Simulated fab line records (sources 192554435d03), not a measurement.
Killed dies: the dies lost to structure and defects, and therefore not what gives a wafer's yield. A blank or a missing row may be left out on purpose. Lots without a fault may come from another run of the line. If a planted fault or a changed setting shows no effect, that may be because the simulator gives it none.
fab line records	flow n5-finfet
record lots=11	wafers=30	last-day=18
route steps=1938 shown BEOL_M1@814 BEOL_M2@841 BEOL_M4@1111
lots that met no fault: from a run of the same line without faults
start-h: start of the lot's first displayed wafer, in hours after the record's first day	wait-h: hours from the lot's prior step to this one	" identical to the entry in the row above	L1.1+2: a row that stands for several wafers	- value missing, or start not given	* or withheld: withheld	< > ~ a bound
route shown NAME@n: names a module that has steps shown in the file, with the first one's number in the route	usual: mean/standard deviation of fault-free wafers	same: alike in all rows	chamber/n: place in a boat	sites: per-site readings	_std_site: the standard deviation of these	_edge_site: inner sites' mean taken away from outer sites' mean	radius-mm: for every site, how far away it sits from the centre of the wafer	mask NAME#n: copy n	behind: the tool/chamber that last shaped the wafer	hold: cause of the lot's hold/its duration in hours/its outcome	device: the n, p or np transistor that did not switch	end of line: tests run on the same wafers once the route is complete	step lacking rows: just its recipe	killed: the dies lost at the first sort to structure and to defects; this is not the yield of the wafer	map: per-die view of a wafer (x killed, . not killed, _ where there is no die)
set.NAME: the setting the step ran with; set.NAME@STEP: the setting that earlier step ran with	model.NAME: the simulator's own value behind a step, which no gauge read
one table for each step of the route and one row for each wafer, over a sample of lots
services: when a tool's chamber went out of use (start-h, in hours from the record's first day, below 0 if earlier), for how many hours, and the reason
## steps
# step N5_BEOL_M1_SPUTTER_48
# recipe material=Cu	target-thk-a=45	temp-c=-20	chamber-pressure-pa=0.07	power-w=withheld	time-s=8.29
# usual throttle-valve-pct=30.3/0.99
lot.wafer	tool	chamber	start-h	wait-h	throttle-valve-pct
L184.1	pvd-sputter-01	-	141.27	0.2	31.8
L184.2	"	-	"	"	30.5
L184.4	"	-	"	"	30.2
L186.2	pvd-sputter-02	-	142.50	0.4	29.6
L186.5	"	-	"	"	29.9
L186.6	"	-	"	"	29.6
L185.2	pvd-sputter-03	-	152.60	1.6	29.6
L185.3	"	-	"	"	30.8
L191.3	pvd-sputter-02	-	180.29	0.1	30.2
L191.4	"	-	"	"	31.9
L191.6	"	-	"	"	29.8
L193.2	pvd-sputter-03	-	190.34	3.4	29.7
L193.4	"	-	"	"	28.9
L193.6	"	-	"	"	29.8
L194.1	pvd-sputter-02	-	196.96	0.2	30.0
L194.2	"	-	"	"	29.5
L194.6	"	-	"	"	29.2
L195.2	pvd-sputter-01	-	199.94	0.1	31.6
L195.6	"	-	"	"	31.6
L196.2	pvd-sputter-01	-	222.37	1.5	31.7
L196.3	"	-	"	"	30.6
L196.6	"	-	"	"	31.7
L201.1	pvd-sputter-03	-	247.29	0.2	29.6
L201.3	"	-	"	"	30.6
L201.4	"	-	"	"	31.3
L205.4	pvd-sputter-02	-	269.24	0.0	31.5
L205.5	"	-	"	"	29.9
L205.6	"	-	"	"	29.5
L206.2	pvd-sputter-01	-	270.42	0.4	28.7
L206.4	"	-	"	"	31.7
# step N5_BEOL_M1_THK_MEAS_53
# recipe thk-meas-gauge=xrf	reads=Cu_of_BEOL_M1_ECD_50
# usual M1_THK=40.2/1.9
lot.wafer	tool	chamber	start-h	wait-h	M1_THK[nm]
L184.1	film-metro-01	-	143.82	-	38.2
L184.2	"	-	"	"	37.7
L184.4	"	-	"	"	43.0
L186.2	film-metro-02	-	145.78	-	38.7
L186.5	"	-	"	"	42.9
L186.6	"	-	"	"	40.4
L185.2	film-metro-02	-	155.15	-	40.3
L185.3	"	-	"	"	38.0
L191.3	film-metro-01	-	182.84	-	40.3
L191.4	"	-	"	"	41.2
L191.6	"	-	"	"	41.0
L193.2	film-metro-02	-	192.91	-	40.5
L193.4	"	-	"	"	43.6
L193.6	"	-	"	"	42.4
L194.1	film-metro-01	-	199.58	-	40.5
L194.2	"	-	"	"	38.4
L194.6	"	-	"	"	40.3
L195.2	film-metro-02	-	202.49	-	40.6
L195.6	"	-	"	"	41.7
L196.2	film-metro-01	-	225.17	-	38.5
L196.3	"	-	"	"	39.7
L196.6	"	-	"	"	40.4
L201.1	film-metro-02	-	249.84	-	38.0
L201.3	"	-	"	"	39.3
L201.4	"	-	"	"	40.6
L205.4	film-metro-02	-	271.79	-	43.0
L205.5	"	-	"	"	41.9
L205.6	"	-	"	"	40.5
L206.2	film-metro-01	-	272.99	-	36.1
L206.4	"	-	"	"	41.0
# step N5_BEOL_M1_CO_CAP_55
# recipe material=Co	target-thk-a=20	temp-c=200	precursor=CCTBA/H2	pressure-torr=30	time-s=102.1
# usual heater-power-w=242/26
lot.wafer	tool	chamber	start-h	wait-h	heater-power-w
L184.1	cvd-co-01	1	143.89	0.0	219
L184.2	"	2	"	"	263
L184.4	"	0	"	"	263
L186.2	cvd-co-02	2	145.85	0.0	235
L186.5	"	0	"	"	272
L186.6	"	1	"	"	198
L185.2	cvd-co-02	1	155.24	0.0	197
L185.3	"	2	"	"	236
L191.3	cvd-co-01	2	183.28	0.0	256
L191.4	"	1	"	"	222
L191.6	"	2	"	"	255
L193.2	cvd-co-02	1	192.99	0.0	202
L193.4	"	2	"	"	235
L193.6	"	1	"	"	208
L194.1	cvd-co-02	0	199.66	0.0	274
L194.2	"	1	"	"	203
L194.6	"	2	"	"	233
L195.2	cvd-co-01	0	202.57	0.0	261
L195.6	"	0	"	"	258
L196.2	cvd-co-01	0	225.24	0.0	260
L196.3	"	1	"	"	220
L196.6	"	0	"	"	264
L201.1	cvd-co-01	1	249.98	0.0	219
L201.3	"	2	"	"	264
L201.4	"	0	"	"	270
L205.4	cvd-co-02	1	271.90	0.0	202
L205.5	"	2	"	"	239
L205.6	"	0	"	"	272
L206.2	cvd-co-01	2	273.30	0.0	267
L206.4	"	1	"	"	216
# step N5_BEOL_M2_ILD_DEP_00
# recipe material=SiOC	target-thk-a=790	temp-c=350	precursor=DEMS/O2	pressure-torr=5	rf-w=500	time-s=15.3
# usual heater-power-w=506/65	showerhead-plenum-p-Torr=5.699/0.018	susceptor-temp-C=349.98/0.22	throttle-valve-pct=11.8/0.34
lot.wafer	tool	chamber	start-h	wait-h	heater-power-w	showerhead-plenum-p-Torr	susceptor-temp-C	throttle-valve-pct
L184.1	pecvd-02	0	144.14	0.0	454	5.712	349.66	12.1
L184.2	"	2	"	"	488	5.709	349.67	11.5
L184.4	"	1	"	"	666	5.715	350.30	12.1
L186.2	pecvd-03	0	146.10	0.0	401	5.683	349.96	11.9
L186.5	"	2	"	"	456	5.691	350.12	12.3
L186.6	"	0	"	"	404	5.713	349.88	11.8
L185.2	pecvd-02	1	155.49	0.0	592	5.700	349.77	11.8
L185.3	"	2	"	"	438	5.700	349.86	11.5
L191.3	pecvd-03	2	183.53	0.0	474	5.699	349.86	12.1
L191.4	"	2	"	"	491	5.683	350.39	12.0
L191.6	"	0	"	"	444	5.692	350.02	12.0
L193.2	pecvd-03	0	193.23	0.0	430	5.695	350.00	11.7
L193.4	"	2	"	"	403	5.682	349.81	12.0
L193.6	"	0	"	"	435	5.698	349.89	12.0
L194.1	pecvd-02	0	199.91	0.0	474	5.692	349.95	11.8
L194.2	"	2	"	"	500	5.711	350.19	11.8
L194.6	"	1	"	"	619	5.699	349.65	11.8
L195.2	pecvd-01	2	202.83	0.0	521	5.704	349.93	11.6
L195.6	"	0	"	"	430	5.722	350.23	11.2
L196.2	pecvd-03	1	225.49	0.0	491	5.658	344.11	12.5
L196.3	"	0	"	"	451	5.706	344.45	12.1
L196.6	"	0	"	"	441	5.704	344.66	12.0
L201.1	pecvd-03	1	250.22	0.0	430	5.661	344.60	12.5
L201.3	"	2	"	"	413	5.687	344.29	11.4
L201.4	"	1	"	"	445	5.658	344.53	12.4
L205.4	pecvd-02	2	272.13	0.1	493	5.715	350.08	11.9
L205.5	"	0	"	"	572	5.697	349.74	11.8
L205.6	"	1	"	"	612	5.709	350.01	11.8
L206.2	pecvd-01	0	273.59	0.0	543	5.723	350.04	11.4
L206.4	"	2	"	"	425	5.701	350.15	11.9
# step N5_BEOL_M4_RC_MEAS_101
# usual DIBL_N=36.1/2	DIBL_P=36.3/2.5	IOFF_N=0.16/0.037	IOFF_P=0.21/0.039	ION_N=678/15	ION_P=465/8.7	SS_N=71.4/0.7	SS_P=73.3/0.74	VT_N=249/3.6	VT_P=-250.0/2.9
lot.wafer	tool	chamber	start-h	wait-h	DIBL_N[mV/V]	DIBL_P[mV/V]	IOFF_N[nA/um]	IOFF_P[nA/um]	ION_N[uA/um]	ION_P[uA/um]	SS_N[mV/dec]	SS_P[mV/dec]	VT_N[mV]	VT_P[mV]
L184.1	prober-02	0	178.41	0.0	38.3	39.1	0.24	0.29	711	482	71.9	73.6	241	-245.8
L184.2	"	0	"	"	35.3	35.5	0.16	0.22	670	465	71.7	71.8	249	-248.4
L184.4	"	0	"	"	35.2	36.0	0.16	0.23	671	465	71.8	72.8	245	-249.0
L186.2	prober-02	0	181.22	0.2	33.3	30.4	0.09	0.15	643	452	70.6	72.3	257	-252.8
L186.5	"	0	"	"	36.9	35.9	0.14	0.21	684	470	71.0	72.7	250	-250.1
L186.6	"	0	"	"	33.6	30.2	0.09	0.14	642	443	70.6	71.8	258	-255.9
L185.2	prober-01	0	191.52	0.2	35.7	35.4	0.14	0.17	675	457	70.6	73.0	254	-255.2
L185.3	"	0	"	"	37.6	37.8	0.18	0.22	674	460	72.1	74.7	249	-249.7
L191.3	prober-02	0	233.23	0.3	38.9	40.1	0.20	0.21	675	456	72.3	73.5	250	-253.0
L191.4	"	0	"	"	35.9	37.6	0.15	0.18	673	453	71.5	72.7	252	-254.6
L191.6	"	0	"	"	36.7	38.4	0.16	0.19	670	452	72.0	72.8	252	-253.3
L193.2	prober-02	0	238.91	0.2	34.5	33.9	0.13	0.19	677	467	71.6	73.5	249	-249.3
L193.4	"	0	"	"	36.6	35.8	0.16	0.22	685	462	72.0	73.9	246	-250.9
L193.6	"	0	"	"	36.0	35.6	0.16	0.21	683	465	71.9	73.1	247	-249.6
L194.1	prober-01	0	255.86	0.0	34.2	32.9	0.12	0.19	666	463	70.9	72.2	253	-250.1
L194.2	"	0	"	"	35.7	34.2	0.14	0.20	675	466	71.2	73.9	252	-249.2
L194.6	"	0	"	"	39.3	38.5	0.20	0.28	667	456	73.3	73.9	247	-248.1
L195.2	prober-02	0	256.44	0.2	38.8	41.2	0.25	0.32	705	485	72.3	73.9	243	-243.5
L195.6	"	0	"	"	38.7	39.1	0.23	0.27	697	474	72.0	73.4	244	-249.4
L196.2	prober-02	0	275.26	0.2	38.2	39.3	0.20	0.22	691	468	72.0	73.3	247	-249.6
L196.3	"	0	"	"	39.7	41.3	0.26	0.26	715	482	72.2	74.2	241	-246.2
L196.6	"	0	"	"	39.1	40.2	0.21	0.24	680	459	72.0	74.2	245	-248.8
L201.1	prober-02	0	301.42	0.0	39.2	39.4	0.21	0.26	694	476	72.5	73.8	247	-247.5
L201.3	"	0	"	"	35.9	35.9	0.14	0.21	666	457	71.6	73.8	250	-254.1
L201.4	"	0	"	"	37.1	37.4	0.18	0.23	698	464	71.7	73.4	248	-250.2
L206.2	prober-02	0	313.26	0.2	34.2	34.1	0.13	0.18	676	466	70.1	73.3	251	-251.3
L206.4	"	0	"	"	36.9	37.5	0.16	0.23	672	468	71.6	74.1	251	-249.1
L205.4	prober-01	0	325.44	0.5	39.8	41.0	0.25	0.31	702	476	72.3	74.4	242	-245.9
L205.5	"	0	"	"	36.3	37.9	0.17	0.25	687	474	71.1	74.2	246	-244.9
L205.6	"	0	"	"	37.8	38.1	0.21	0.24	689	460	72.4	74.1	244	-248.1
## services
tool	chamber	start-h	hours	kind
pvd-sputter-01	-	118.52	3.9	repair
cvd-co-02	-	130.46	0.2	repair
pecvd-01	2	131.50	6.3	repair
pecvd-01	1	133.26	-	calibration
pecvd-03	0	152.39	2.1	scheduled-down
pecvd-03	2	154.52	5.5	scheduled-down
pecvd-02	2	161.44	4.7	repair
pecvd-02	-	161.88	9.5	repair
cvd-co-02	-	200.41	6.9	pm
pecvd-03	2	202.38	-	clean
pecvd-03	2	202.38	-	consumable-replace:showerhead
pecvd-03	2	202.38	29.0	scheduled-down
pecvd-03	2	202.38	29.0	vent-cycle
cvd-co-01	-	207.31	2.8	pm
pecvd-02	1	213.54	5.5	scheduled-down
pecvd-03	0	237.39	5.5	scheduled-down
cvd-co-02	2	241.25	7.8	repair
pecvd-03	0	243.03	4.9	repair
pecvd-01	2	245.23	12.9	repair
pecvd-02	1	249.97	2.1	scheduled-down
cvd-co-02	-	268.00	0.5	repair
pecvd-03	2	273.09	2.1	scheduled-down
## key
first-sign step=N5_BEOL_M2_ILD_DEP_00	reading=susceptor-temp-C	direction=down	sigmas=26	usual=*	struck=*
effect none on later readings
met-at N5_BEOL_M2_ILD_DEP_00
struck-lots L196,L201
baseline-loss step=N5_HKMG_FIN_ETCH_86	wafers=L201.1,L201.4
not-acting-at N5_BEOL_M1_SPUTTER_48,N5_BEOL_M1_THK_MEAS_53,N5_BEOL_M1_CO_CAP_55
onset-between 193.23 225.49
fault kind=process-parameter-drift	tool=pecvd-03	chamber=-	onset-h=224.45	steps=N5_BEOL_M2_ILD_DEP_00	channel=temp-c	offset=*	shape=step	end-h=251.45	acts-in=*	stated=*
# baseline-loss: these wafers lose ten dies or more at that step, a loss of the line's own and not of a fault; the sort's usual values leave them out
